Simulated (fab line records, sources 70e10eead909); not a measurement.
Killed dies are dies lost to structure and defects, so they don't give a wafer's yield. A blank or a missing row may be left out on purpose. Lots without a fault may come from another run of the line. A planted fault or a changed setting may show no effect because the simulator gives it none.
fab line records | flow nand_harc
record lots=6 wafers=18 last_day=31
route steps=1302 shown A_CONTACT@1089 A_BLC@1107 END@1302
lots that met no fault: from a run of the same line without faults
start_h: hours from the record's first day to the start of the lot's first wafer shown | wait_h: hours since the lot's step before | " the same as in the row above | L1.1+2: a row that stands for several wafers | - no value, or no start given | * or withheld: withheld | < > ~ a bound
route shown NAME@n: a module of which the file shows steps, and the number in the route of the first | usual: mean/standard deviation of fault-free wafers | same: alike in all rows | chamber/n: place in a boat | sites: the reading at each site | _std_site: their standard deviation | _edge_site: outer sites' mean less inner sites' | radius_mm: how far each site lies from the wafer's centre | mask NAME#n: copy n | behind: the tool/chamber that last shaped the wafer | hold: why the lot was held/for how many hours/how that ended | device: the transistor (n, p or np) that didn't switch | end of line: the same wafers' tests at the end of the route | a step without rows: its recipe alone | killed: dies lost to structure and defects at the first sort, not the wafer's yield | map: a wafer's dies, x killed, . not, _ none there
set.NAME: the setting as run; set.NAME@STEP: as run at that earlier step | model.NAME: the simulator's own value behind a step, which no gauge read
lots at some steps of the route; a table a step, a row a wafer
services: from which hour (start_h, from the record's first day; less than 0 if before it) a tool's chamber was out of use, for how many hours, and why
## steps
# step NHARC_A_CONTACT_ETCH_137
# recipe source_w=withheld pressure_mtorr=20 bias_v=1200 time_s=311 target_depth_a=19120 ar_flow_sccm=withheld c4f8_flow_sccm=withheld o2_flow_sccm=withheld chemistry=C4F8/O2/Ar
# step NHARC_A_CONTACT_ETCH_138
# recipe source_w=withheld pressure_mtorr=20 bias_v=1200 time_s=311 target_depth_a=19140 ar_flow_sccm=withheld c4f8_flow_sccm=withheld o2_flow_sccm=withheld chemistry=C4F8/O2/Ar
# step NHARC_A_CONTACT_ETCH_139
# recipe source_w=withheld pressure_mtorr=20 bias_v=400 time_s=195 target_depth_a=8400 ar_flow_sccm=withheld c4f8_flow_sccm=11.5 o2_flow_sccm=7.2 chemistry=C4F8/O2/Ar
# step NHARC_A_CONTACT_ETCH_92
# recipe target_depth_a=400 over_etch_frac=0.5 time_s=85.7 ion_energy_ev=120 ch3f_flow_sccm=50 o2_flow_sccm=30 ar_flow_sccm=200 rf_w=500 bias_w=100 chemistry=CH3F/O2
# usual drypump_motor_current_A=5.67/0.27 oes_product_au=0.95/0.032 rf_vpp_V=244.6/1.5 showerhead_plenum_p_Torr=2.48/0.095 throttle_valve_pct=20.663/0.0093
# same time_s=85.7
# columns lot.wafer tool chamber start_h wait_h drypump_motor_current_A oes_product_au rf_hours_counter_h rf_vpp_V showerhead_plenum_p_Torr throttle_valve_pct
L957.3 rie_diel-12 0 536.14 0.4 5.63 1.01 27 243.1 2.34 20.677
L957.1 " 1 " " 5.67 1.00 22 246.1 2.61 20.650
L957.6 " 0 " " 5.62 0.99 - 241.5 2.34 20.673
L955.1 rie_diel-12 1 537.68 0.5 5.68 0.93 22 246.1 2.61 20.655
L955.4 " 0 " " 5.64 0.94 - 242.1 2.34 20.666
L955.6 " 1 " " 5.68 0.94 - 245.4 2.61 20.660
L965.1 rie_diel-08 2 620.69 0.5 5.29 0.95 12 246.9 2.56 20.696
L965.4 " 0 " " 5.65 0.94 12 244.7 2.42 20.660
L965.3 " 1 " " 6.15 0.95 10 243.1 2.41 20.673
L968.3 rie_diel-08 0 651.59 0.4 5.65 0.94 16 243.1 2.42 20.664
L968.2 " 2 " " 5.29 0.94 16 246.4 2.56 20.657
L968.5 " 0 " " 5.64 0.94 - 244.4 2.42 20.665
L970.2 rie_diel-01 2 682.68 0.5 6.06 0.92 41 245.6 2.45 20.667
L970.1 " 3 " " 5.76 0.93 43 242.8 2.31 20.665
L970.5 " 0 " " 5.59 0.91 - 242.5 2.36 20.669
L973.4 rie_diel-08 2 695.82 0.4 5.30 1.00 20 246.1 2.56 20.669
L973.3 " 0 " " 5.65 0.98 22 244.9 2.42 20.651
L973.5 " 1 " " 6.09 0.99 - 242.6 2.41 20.660
# step NHARC_A_CONTACT_ETCH_98
# recipe target_depth_a=200 over_etch_frac=0.5 time_s=10 ion_energy_ev=250 c4f6_flow_sccm=25 o2_flow_sccm=20 ar_flow_sccm=500 rf_w=600 bias_w=500 chemistry=C4F6/O2
# usual drypump_motor_current_A=5.68/0.28 oes_product_au=0.966/0.026 rf_vpp_V=548/3.1 showerhead_plenum_p_Torr=3.95/0.14 throttle_valve_pct=26.904/0.0082
# same time_s=10
# columns lot.wafer tool chamber start_h wait_h drypump_motor_current_A oes_product_au rf_hours_counter_h rf_vpp_V showerhead_plenum_p_Torr throttle_valve_pct
L957.1 rie_diel-12 1 536.29 0.1 5.68 1.002 22 551 4.15 26.892
L957.3 " 2 " " 5.91 1.001 22 544 3.74 26.887
L957.6 " 0 " " 5.63 1.009 - 543 3.75 26.905
L955.1 rie_diel-12 2 537.83 0.1 5.84 0.957 22 543 3.74 26.895
L955.4 " 0 " " 5.65 0.961 - 543 3.75 26.906
L955.6 " 1 " " 5.70 0.962 - 553 4.14 26.911
L965.3 rie_diel-08 2 - - 5.31 0.962 12 549 4.08 26.904
L965.4 " 0 " " 5.65 0.935 12 545 3.87 26.904
L965.1 " 1 " " 6.12 0.950 10 546 3.85 26.908
L968.3 rie_diel-08 3 - - 5.63 0.965 16 551 4.10 26.907
L968.2 " 1 " " 6.16 0.968 15 545 3.85 26.909
L968.5 " 0 " " 5.65 0.966 - 545 3.87 26.900
L970.2 rie_diel-01 3 - - 5.79 0.943 43 542 3.70 26.889
L970.1 " 2 " " 6.06 0.939 41 546 3.91 26.909
L970.5 " 0 " " 5.58 0.956 - 545 3.78 26.897
L973.3 rie_diel-08 0 - - 5.65 1.003 22 545 3.87 26.896
L973.4 " 1 " " 6.13 1.008 20 546 3.84 26.909
L973.5 " 3 " " 5.64 1.004 - 551 4.10 26.907
# step NHARC_A_CONTACT_CD_MEAS_15
# usual cd_nm=190.1/0.54
# columns lot.wafer tool chamber start_h wait_h cd_nm
L957.1 cd_sem-01 - 536.38 - 190.6
L957.3 " - " " 190.4
L957.6 " - " " 190.4
L955.1 cd_sem-03 - 537.92 - 189.8
L955.4 " - " " 189.3
L955.6 " - " " 189.6
L965.1 cd_sem-02 - 620.90 - 189.7
L965.3 " - " " 189.4
L965.4 " - " " 189.6
L968.2 cd_sem-02 - 651.81 - 189.5
L968.3 " - " " 189.3
L968.5 " - " " 189.6
L970.1 cd_sem-03 - 682.87 - 190.0
L970.2 " - " " 190.2
L970.5 " - " " 191.1
L973.3 cd_sem-01 - 696.03 - 190.6
L973.4 " - " " 191.2
L973.5 " - " " 190.5
# step NHARC_A_CONTACT_STRIP_107
# recipe n2_flow_sccm=150 h2_flow_sccm=150 ar_flow_sccm=0 bias_w=0 chemistry=N2/H2
# step NHARC_A_CONTACT_STRIP_108
# recipe cf4_flow_sccm=100 chf3_flow_sccm=30 ar_flow_sccm=0 bias_w=0 chemistry=CF4/CHF3
# step NHARC_A_CONTACT_STRIP_109
# recipe o2_flow_sccm=400 cos_flow_sccm=20 ar_flow_sccm=0 bias_w=0 chemistry=O2/COS
# step NHARC_A_CONTACT_ETCH_110
# recipe target_depth_a=600 overetch_a=60 time_s=33 ion_energy_ev=100 cf4_flow_sccm=80 o2_flow_sccm=20 ar_flow_sccm=0 rf_w=300 bias_w=100 chemistry=CF4/O2
# step NHARC_A_CONTACT_STRIP_26
# recipe o2_flow_sccm=500 ar_flow_sccm=0 bias_w=0 chemistry=O2
# step NHARC_A_CONTACT_STRIP_27
# recipe time_s=600 temp_c=30 chemistry=post_etch_residue_remover
# step NHARC_A_CONTACT_ALD_18
# recipe target_thk_a=30 pulse_time_s=1 ald_cycles=150 temp_c=450 material=TiN
# usual heater_power_w=1081/120 precursor_pulse_height_rel=0.999/0.02
# columns lot.wafer tool chamber start_h wait_h heater_power_w precursor_pulse_height_rel
L957.3 ald_metal-01 0 537.32 - 821 0.964
L957.1 " 3 " " 1200 1.013
L957.6 " 0 " " 808 0.975
L955.4 ald_metal-04 3 539.19 - 1064 1.028
L955.1 " 2 " " 968 1.015
L955.6 " 3 " " 1078 0.992
L965.1 ald_metal-02 2 621.86 - 1171 0.996
L965.4 " 3 " " 1187 1.007
L965.3 " 0 " " 1035 1.011
L968.2 ald_metal-01 1 652.79 - 1334 1.041
L968.3 " 2 " " 1210 1.013
L968.5 " 3 " " 1241 1.011
L970.2 ald_metal-04 3 683.81 - 1031 1.026
L970.1 " 0 " " 1088 0.990
L970.5 " 3 " " 1045 0.972
L973.4 ald_metal-04 1 696.97 - 1005 0.967
L973.3 " 0 " " 1090 1.024
L973.5 " 1 " " 999 1.028
# step NHARC_A_CONTACT_CVD_19
# recipe target_thk_a=3000 temp_c=300 pressure_torr=40 wf6_flow_sccm=40 h2_flow_sccm=1600 ar_flow_sccm=1560 time_s=802 material=W
# usual heater_power_w=494/47 throttle_valve_pct=8.28/0.28
# same time_s=802
# columns lot.wafer tool chamber start_h wait_h heater_power_w throttle_valve_pct
L957.1 cvd_w-01 0 - - 507 7.94
L957.3 " 0 " " 508 7.93
L957.6 " 0 " " 512 7.86
L955.1 cvd_w-02 0 - - 421 8.21
L955.4 " 1 " " 548 8.18
L955.6 " 0 " " 443 7.95
L965.1 cvd_w-01 0 - - 528 7.77
L965.4 " 0 " " 543 8.24
L965.3 " 1 " " 464 8.70
L968.2 cvd_w-02 0 - - 425 8.21
L968.3 " 0 " " 433 7.87
L968.5 " 1 " " 548 8.11
L970.2 cvd_w-01 1 - - 472 8.53
L970.1 " 0 " " 534 8.02
L970.5 " 0 " " 520 8.08
L973.4 cvd_w-01 0 - - 545 7.78
L973.3 " 1 " " 480 8.64
L973.5 " 1 " " 480 8.75
# step NHARC_A_CONTACT_CMP_20
# recipe t_overpolish_s=30 target_thk_nm=300
# step NHARC_A_CONTACT_SRD_22
# step NHARC_A_BLC_DEHYDRATE_00
# recipe temp_c=150 time_s=120
# step NHARC_A_BLC_HMDS_01
# recipe time_s=30
# step NHARC_A_BLC_COAT_02
# recipe temp_c=260 time_s=75
# step NHARC_A_BLC_COAT_03
# recipe temp_c=225 time_s=65
# step NHARC_A_BLC_COAT_04
# recipe spin_rpm=1500 resist_thk_nm=90
# step NHARC_A_BLC_SOFTBAKE_05
# recipe temp_c=105 time_s=55
# step NHARC_A_BLC_EBR_06
# step NHARC_A_BLC_EXPOSE_07
# recipe na=1.35 target_cd_nm=100 dose_mj=67.97 mask_id=A_BLC
# step NHARC_A_BLC_PEB_08
# recipe peb_temp_c=100 peb_time_s=65
# step NHARC_A_BLC_DEVELOP_09
# recipe develop_time_s=35 dev_temp_c=23
# step NHARC_A_BLC_CD_MEAS_10
# recipe target_cd_nm=100 landing_energy_ev=500
# usual cd_nm=100.1/0.56
# columns lot.wafer tool chamber start_h wait_h cd_nm
L957.1 cd_sem-02 0 539.20 - 100.3
L957.3 " 0 " " 100.5
L957.6 " 0 " " 100.5
L955.1 cd_sem-01 0 541.05 - 99.9
L955.4 " 0 " " 100.5
L955.6 " 0 " " 100.2
L965.1 cd_sem-01 0 623.83 - 99.7
L965.3 " 0 " " 100.7
L965.4 " 0 " " 100.1
L968.2 cd_sem-01 0 654.78 - 100.9
L968.3 " 0 " " 100.2
L968.5 " 0 " " 100.3
L970.1 cd_sem-01 0 685.82 - 99.8
L970.2 " 0 " " 99.7
L970.5 " 0 " " 99.9
L973.3 cd_sem-03 0 698.97 - 101.0
L973.4 " 0 " " 100.3
L973.5 " 0 " " 100.3
# step NHARC_A_BLC_OVL_MEAS_11
# usual overlay_x_nm=-0.2/0.71 overlay_y_nm=0.3/0.68
# columns lot.wafer tool chamber start_h wait_h overlay_x_nm overlay_y_nm
L957.1 overlay-02 - 539.29 - 0.2 0.4
L957.3 " - " " -0.3 0.8
L957.6 " - " " -0.2 0.1
L955.1 overlay-02 - 541.14 - -0.2 0.4
L955.4 " - " " 0.5 0.2
L955.6 " - " " -0.6 0.9
L965.1 overlay-01 - 623.92 - -1.4 1.5
L965.3 " - " " -0.1 0.9
L965.4 " - " " -0.5 1.0
L968.2 overlay-01 - 654.86 - -1.5 0.8
L968.3 " - " " -1.7 0.6
L968.5 " - " " -1.4 0.8
L970.1 overlay-01 - 685.91 - 0.8 -0.4
L970.2 " - " " 1.7 -0.9
L970.5 " - " " 1.0 -0.9
L973.3 overlay-02 - 699.06 - -0.1 -0.4
L973.4 " - " " 0.0 -0.3
L973.5 " - " " 0.3 0.1
# step NHARC_A_BLC_DESCUM_15
# recipe time_s=3 o2_flow_sccm=200 ar_flow_sccm=0 bias_power_w=0 chemistry=O2
# step NHARC_A_BLC_ETCH_16
# recipe target_depth_a=390 over_etch_frac=0.3 time_s=65 ion_energy_ev=80 cf4_flow_sccm=150 ar_flow_sccm=0 rf_w=300 bias_w=100 chemistry=CF4
# step NHARC_A_BLC_ETCH_17
# recipe target_depth_a=3900 over_etch_frac=0.25 time_s=609.38 ion_energy_ev=200 n2_flow_sccm=150 h2_flow_sccm=150 ar_flow_sccm=0 rf_w=400 bias_w=150 chemistry=N2/H2
# usual drypump_motor_current_A=5.6/0.55 oes_product_au=0.999/0.0067 rf_vpp_V=430.8/2.6 showerhead_plenum_p_Torr=2.05/0.091 throttle_valve_pct=14.172/0.0083
# same time_s=609.38
# columns lot.wafer tool chamber start_h wait_h drypump_motor_current_A oes_product_au rf_hours_counter_h rf_vpp_V showerhead_plenum_p_Torr throttle_valve_pct
L957.1 rie_diel-09 2 - - 6.1 0.998 3 431.1 2.02 14.190
L957.3 " 1 " " 6.6 0.995 3 426.4 1.90 14.166
L957.6 " 3 " " 5.3 0.986 - 434.3 2.19 14.175
L955.1 rie_diel-09 3 - - 5.2 1.005 3 434.0 2.19 14.174
L955.4 " 0 " " 5.0 0.995 3 432.3 2.02 14.171
L955.6 " 3 " " 5.2 0.994 - 434.6 2.19 14.159
L965.3 rie_diel-09 2 - - 6.1 0.999 11 428.6 2.02 14.179
L965.4 " 3 " " 5.2 0.996 12 434.8 2.18 14.188
L965.1 " 1 " " 6.6 0.997 9 426.4 1.89 14.184
L968.2 rie_diel-09 3 - - 5.2 0.988 15 435.2 2.18 14.170
L968.3 " 1 " " 6.6 1.002 12 426.3 1.89 14.159
L968.5 " 0 " " 5.0 0.994 - 430.8 2.02 14.178
L970.1 rie_diel-09 2 - - 6.1 1.001 0 429.6 2.02 14.172
L970.2 " 3 " " 5.3 1.007 0 434.4 2.18 14.175
L970.5 " 0 " " 5.0 0.996 - 428.7 2.02 14.170
L973.4 rie_diel-09 0 - - 5.0 1.001 2 429.9 2.02 14.166
L973.3 " 1 " " 6.6 1.007 2 426.7 1.89 14.170
L973.5 " 0 " " 5.0 0.998 - 428.9 2.02 14.178
# step NHARC_A_BLC_ETCH_18
# recipe target_depth_a=9100 c4f8_flow_sccm=20 o2_flow_sccm=10 ar_flow_sccm=withheld rf_w=600 bias_w=1500 chemistry=C4F8/O2/Ar
# step NHARC_A_BLC_CD_MEAS_19
# usual cd_nm=100.4/1.7
# columns lot.wafer tool chamber start_h wait_h cd_nm
L957.1 cd_sem-03 - 540.35 - 97.6
L957.3 " - " " 99.0
L957.6 " - " " 100.9
L955.1 cd_sem-01 - 542.20 - 98.6
L955.4 " - " " 99.5
L955.6 " - " " 99.7
L965.1 cd_sem-02 - 625.05 - 101.7
L965.3 " - " " 99.3
L965.4 " - " " 100.6
L968.2 cd_sem-01 - 655.93 - 99.5
L968.3 " - " " 99.5
L968.5 " - " " 101.0
L970.1 cd_sem-03 - 686.97 - 98.5
L970.2 " - " " 99.7
L970.5 " - " " 100.1
L973.3 cd_sem-02 - 700.12 - 101.6
L973.4 " - " " 97.5
L973.5 " - " " 99.5
# step NHARC_A_BLC_STRIP_29
# recipe cf4_flow_sccm=150 ar_flow_sccm=0 bias_w=0 chemistry=CF4
# usual drypump_motor_current_A=5.7/0.53 oes_product_au=1.000/0.0066 rf_vpp_V=59.5/0.84 showerhead_plenum_p_Torr=1.77/0.069 throttle_valve_pct=13.284/0.009
# columns lot.wafer tool chamber start_h wait_h drypump_motor_current_A oes_product_au rf_hours_counter_h rf_vpp_V showerhead_plenum_p_Torr throttle_valve_pct
L957.3 rie_diel-07 1 540.44 0.1 6.2 0.984 4 60.0 1.75 13.279
L957.1 " 2 " " 5.4 1.009 4 58.9 1.85 13.289
L957.6 " 0 " " 5.5 0.996 - 59.4 1.82 13.278
L955.1 rie_diel-07 0 542.28 0.1 5.5 1.003 4 59.9 1.82 13.265
L955.4 " 3 " " 5.6 1.004 4 59.3 1.78 13.280
L955.6 " 0 " " 5.4 0.999 - 60.5 1.82 13.286
L965.3 rie_diel-09 0 625.13 0.1 5.0 1.014 11 58.8 1.75 13.268
L965.1 " 2 " " 6.1 1.006 12 60.5 1.75 13.287
L965.4 " 3 " " 5.2 0.997 12 59.9 1.88 13.274
L968.3 rie_diel-09 1 656.00 0.1 6.6 1.014 12 59.0 1.65 13.270
L968.2 " 0 " " 5.0 1.014 14 59.1 1.75 13.278
L968.5 " 2 " " 6.1 1.000 - 58.8 1.75 13.281
L970.2 rie_diel-09 2 687.05 0.1 6.1 0.994 1 59.3 1.75 13.302
L970.1 " 3 " " 5.2 1.004 0 60.1 1.88 13.281
L970.5 " 2 " " 6.1 1.000 - 59.6 1.75 13.292
L973.4 rie_diel-09 0 700.19 0.1 5.0 0.998 2 59.6 1.75 13.279
L973.3 " 3 " " 5.2 0.995 2 59.9 1.88 13.290
L973.5 " 1 " " 6.6 1.004 - 59.3 1.65 13.296
# step NHARC_A_BLC_STRIP_21
# recipe o2_flow_sccm=500 ar_flow_sccm=0 bias_w=0 chemistry=O2
# step NHARC_A_BLC_STRIP_22
# recipe time_s=600 temp_c=30 chemistry=post_etch_residue_remover
# step NHARC_A_BLC_DEGAS_30
# recipe temp_c=300 time_s=60
# step NHARC_A_BLC_PRE_CLEAN_31
# recipe time_s=15 bias_v=250 gas=Ar
# step NHARC_A_BLC_PVD_32
# recipe target_thk_a=50 chamber_pressure_pa=5 power_w=5000 substrate_temp_c=200 time_s=17.7 material=Ti
# step NHARC_END_SORT_01
# recipe temp_c=25
# usual killed_at_array=61/22 killed_at_other=0.8/1 killed_at_periphery=3.8/2.3 killed_dies=66/22 killed_open=3.2/1.9 killed_short=2.8/1.8
# same gross_dies=677
# columns lot.wafer tool chamber start_h wait_h killed_at_array killed_at_other killed_at_periphery killed_dies killed_open killed_short
L970.1 prober-01 0 729.67 2.5 123 1 2 126 0 3
L970.2 prober-01 0 730.48 2.8 156 0 3 159 3 4
L970.5 prober-01 0 732.89 3.7 175 2 2 179 2 0
L973.3 prober-02 0 751.95 3.1 112 1 4 117 5 4
L973.4 prober-02 0 752.76 3.4 155 0 1 156 0 4
L973.5 prober-02 0 753.56 3.7 173 0 3 176 1 5
# killed by level:class
L970.1 A_CHANNEL_HOLE_D1:chamber_film_flake=40 A_CONTACT:unspecified=38 A_SLIT:chamber_film_flake=20 A_CHANNEL_HOLE_D2:chamber_film_flake=17 A_CONTACT:chamber_film_flake=3 P_CONTACT:chamber_film_flake=2 A_CHANNEL_FILL_D1:geometric_particle:short=1 A_WL_FILL:geometric_particle:short=1
L970.2 A_CONTACT:unspecified=94 A_CHANNEL_HOLE_D1:chamber_film_flake=24 A_SLIT:chamber_film_flake=12 A_CHANNEL_HOLE_D2:chamber_film_flake=8 A_CONTACT:chamber_film_flake=5 P_BONDPAD:chamber_film_flake=2 A_STAIRCASE:chamber_film_flake=2 A_BLC:chamber_film_flake=2
L970.5 A_CONTACT:unspecified=96 A_SLIT:chamber_film_flake=28 A_CHANNEL_HOLE_D1:chamber_film_flake=21 A_CHANNEL_HOLE_D2:chamber_film_flake=16 A_STAIRCASE:chamber_film_flake=3 A_WL_FILL:chamber_film_flake=3 A_CONTACT:chamber_film_flake=3 THIN_TSV:chamber_film_flake=2
L973.3 A_CONTACT:unspecified=40 A_CHANNEL_HOLE_D1:chamber_film_flake=33 A_CHANNEL_HOLE_D2:chamber_film_flake=19 A_SLIT:chamber_film_flake=4 P_ZERO_WELL:chamber_film_flake=3 A_STAIRCASE:chamber_film_flake=3 A_CHANNEL_FILL_D2:chamber_film_flake=2 P_STI:geometric_particle:open=1
L973.4 A_CONTACT:unspecified=99 A_CHANNEL_HOLE_D2:chamber_film_flake=29 A_CHANNEL_HOLE_D1:chamber_film_flake=13 A_SLIT:chamber_film_flake=6 A_CONTACT:chamber_film_flake=2 P_CONTACT:geometric_particle:short=1 A_DECK1_JOINT:geometric_particle:short=1 A_CHANNEL_FILL_D2:geometric_particle:short=1
L973.5 A_CONTACT:unspecified=106 A_CHANNEL_HOLE_D1:chamber_film_flake=32 A_CHANNEL_HOLE_D2:chamber_film_flake=21 A_DECK1_JOINT:chamber_film_flake=2 A_STAIRCASE:chamber_film_flake=2 A_CONTACT:chamber_film_flake=2 P_GATE:geometric_particle:open=1 A_ONON_D1:geometric_particle:short=1
# map L970.5 (x killed, . not)
____________.____________
_________......._________
_______..........._______
______...x.........______
_____.....xx........_____
____..xxxx...........____
____.x.xxxx..........____
___...xxxxxx..........___
___...xxxxx...........___
__..x.xxxxxx....x......__
__.....xxxxx...........__
_....xxxxxx..........x.._
_......xxx...........x.._
_......x.x.............._
_.......x.x....x........_
_...x..................._
.......x.........x....x..
.........................
.......................x.
..........xx.............
..........x..............
_......x.....x.........._
_..........x.x.........x_
_.....xx...xxx.x........_
_.....xxxxxx.xx........._
_....x.xxxxxxxxxx......._
__...xxxxxxxxxxxx...x.x__
__....xxxxxxxxxxx......__
___....xxxxxxxxxx.....___
___...xxxxxxxxxx......___
____...xxxxxxxxxx....____
____....xxxxxxxxx....____
_____....xxxxxxx...._____
______....xxxxxxx..______
_______.xxxxxxx..._______
_________.xxx..._________
____________x____________
# map L973.5 (x killed, . not)
____________.____________
_________......._________
_______..........._______
______.x...........______
_____....xx........._____
____....xx...........____
____....xx...........____
___.....x.x...........___
___....xxx............___
__...xxx...x....x......__
__...x..xx.x....x......__
_......xx.x...x..xxx...._
_......x........xx.x.x.._
_..............xxxxxx..._
_.......x.....xxxxxx.x.._
_.......xxxxx.xxxxx....._
......xxxxxxx....x......x
.......xxxxxxxx...xx.....
.....x.xxxxxxxxxx.xx...x.
.......xxxxxxx.x.........
.......xxxxxxxx..x.......
_.....xxxxxxxxxx........_
_.....xxxxxxxxx.x......._
_.....xxxxxxxx..x......._
_..x..xxxxxxxx.........._
_....x.xxxxxxxx.....x..._
__......xxxxxx...x.....__
__.....xxxxxx..........__
___.....xx.xx.........___
___...................___
____.................____
____.......x.........____
_____..............._____
______..........x..______
_______......x...._______
_________......._________
____________.____________
## services
# columns tool chamber start_h hours kind
ald_metal-04 1 520.20 4.3 repair
ald_metal-01 - 526.00 10.0 pm
cvd_w-01 1 530.86 2.8 repair
rie_diel-12 2 533.18 1.2 repair
rie_diel-07 3 545.48 1.5 repair
rie_diel-08 - 545.63 9.0 pm
cvd_w-01 - 547.31 13.0 pm
rie_diel-09 - 548.46 1.5 repair
rie_diel-01 - 555.21 0.2 repair
rie_diel-09 2 555.63 2.9 repair
rie_diel-09 1 557.94 14.2 repair
ald_metal-01 0 558.24 7.7 repair
rie_diel-01 - 560.76 9.0 pm
rie_diel-08 1 568.42 6.1 repair
cvd_w-01 0 590.69 17.9 repair
rie_diel-09 - 615.18 1.3 repair
rie_diel-12 - 622.52 9.0 pm
cvd_w-02 - 631.42 13.0 pm
rie_diel-07 - 648.30 9.0 pm
cvd_w-01 0 651.86 6.4 repair
ald_metal-04 - 652.00 10.0 pm
rie_diel-08 2 658.58 5.1 repair
rie_diel-08 - 666.06 0.3 repair
rie_diel-09 - 674.35 9.0 pm
## key
first_sign step=NHARC_END_SORT_01 reading=killed_at_array direction=up sigmas=4 usual=61 struck=149 wafers_moved=5
effect step=NHARC_END_SORT_01 reading=killed_dies direction=up sigmas=3.9 usual=66 struck=152 wafers_moved=5
more_kills_born_at NHARC_A_CONTACT_ALD_18@ald_metal-04=473
met_at NHARC_A_CONTACT_ALD_18
struck_wafers L970.1,L970.2,L970.5,L973.3,L973.4,L973.5
tester_left_out L970,L973
onset_between 539.19 683.81
also_fits time
fault kind=chamber_particle_source tool=ald_metal-04 chamber=- onset_h=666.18 steps=NHARC_A_CONTACT_ALD_18 rate_per_visit_cm2=1.9035 end_h=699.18
# tester_left_out: of these lots the tester's yield and bins aren't shown, on N5 and GAA mostly nor the transistor test; their killed dies are dies lost to structure and defects alone, not to doping, threshold or leakage, so they don't give the yield
